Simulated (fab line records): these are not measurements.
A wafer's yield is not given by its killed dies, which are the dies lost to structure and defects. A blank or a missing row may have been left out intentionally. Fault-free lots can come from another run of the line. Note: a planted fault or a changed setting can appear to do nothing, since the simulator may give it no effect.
Which tool was responsible? / flow nand-harc / 21 wafers from 7 lots sampled at 3 of the route's 1302 steps

## WHAT THE GAUGES SHOWED, per wafer
NHARC_A_START_INSPECT_01.
lot=L479; measured=day 7 00:10; on=defect-inspect-02; raw-defect-count=3 4 3
lot=L481; measured=day 8 00:22; on=defect-inspect-02; raw-defect-count=5 4 4
lot=L483; measured=day 8 22:10; on=defect-inspect-01; raw-defect-count=2 5 2
lot=L488; measured=day 10 18:08; on=defect-inspect-01; raw-defect-count=4 2 3
lot=L499; measured=day 15 05:43; on=defect-inspect-01; raw-defect-count=2 1 3
lot=L501; measured=day 16 04:29; on=defect-inspect-02; raw-defect-count=3 3 1

## WHAT TOOL EACH LOT RAN ON (gives the tool, then ch and the chambers of the sampled wafers, and finally the start)
lot=L479; NHARC_P_BONDPAD_PRE_CLEAN_26=pvd-sputter-01, day 6 22:20 or earlier; NHARC_P_BONDPAD_PVD_27=pvd-sputter-01, day 6 22:20
lot=L481; NHARC_P_BONDPAD_PRE_CLEAN_26=pvd-sputter-03, day 7 22:10 or earlier; NHARC_P_BONDPAD_PVD_27=pvd-sputter-03, day 7 22:10
lot=L483; NHARC_P_BONDPAD_PRE_CLEAN_26=pvd-sputter-01, day 8 20:20 or earlier; NHARC_P_BONDPAD_PVD_27=pvd-sputter-01, day 8 20:20
lot=L488; NHARC_P_BONDPAD_PRE_CLEAN_26=pvd-sputter-03, day 10 16:08 or earlier; NHARC_P_BONDPAD_PVD_27=pvd-sputter-03, day 10 16:08
lot=L497; NHARC_P_BONDPAD_PRE_CLEAN_26=pvd-sputter-01, day 14 11:28 or earlier; NHARC_P_BONDPAD_PVD_27=pvd-sputter-01, day 14 11:28
lot=L499; NHARC_P_BONDPAD_PRE_CLEAN_26=pvd-sputter-01, day 15 03:50 or earlier; NHARC_P_BONDPAD_PVD_27=pvd-sputter-01, day 15 03:50
lot=L501; NHARC_P_BONDPAD_PRE_CLEAN_26=pvd-sputter-01, day 16 02:39 or earlier; NHARC_P_BONDPAD_PVD_27=pvd-sputter-01, day 16 02:39
- NHARC_P_BONDPAD_PRE_CLEAN_26: time 30 s.
- NHARC_P_BONDPAD_PVD_27: deposits Cu, target thk 30 nm, time 20.49 s.

## THE ANSWER, worked out from the rows above alone
Rule: the usual values come from the lots themselves. Put in order of their means at a reading, lots are off if they are a third of the lots or fewer, leave a main group of 4 or more, and stand apart from it by a gap of 3 or more times the standard deviation of the main group's means; of several such gaps the widest counts. A main group is skipped when, at the precision printed for the reading in the tables above, its means are all equal. A lot without any number at a reading at which 4 lots or more have one is off too. The other lots that the step has rows for count as sound.
Across all readings shown, no lot is off: no conclusion can be drawn from this.

## WHAT THE SIMULATOR HAD PUT IN
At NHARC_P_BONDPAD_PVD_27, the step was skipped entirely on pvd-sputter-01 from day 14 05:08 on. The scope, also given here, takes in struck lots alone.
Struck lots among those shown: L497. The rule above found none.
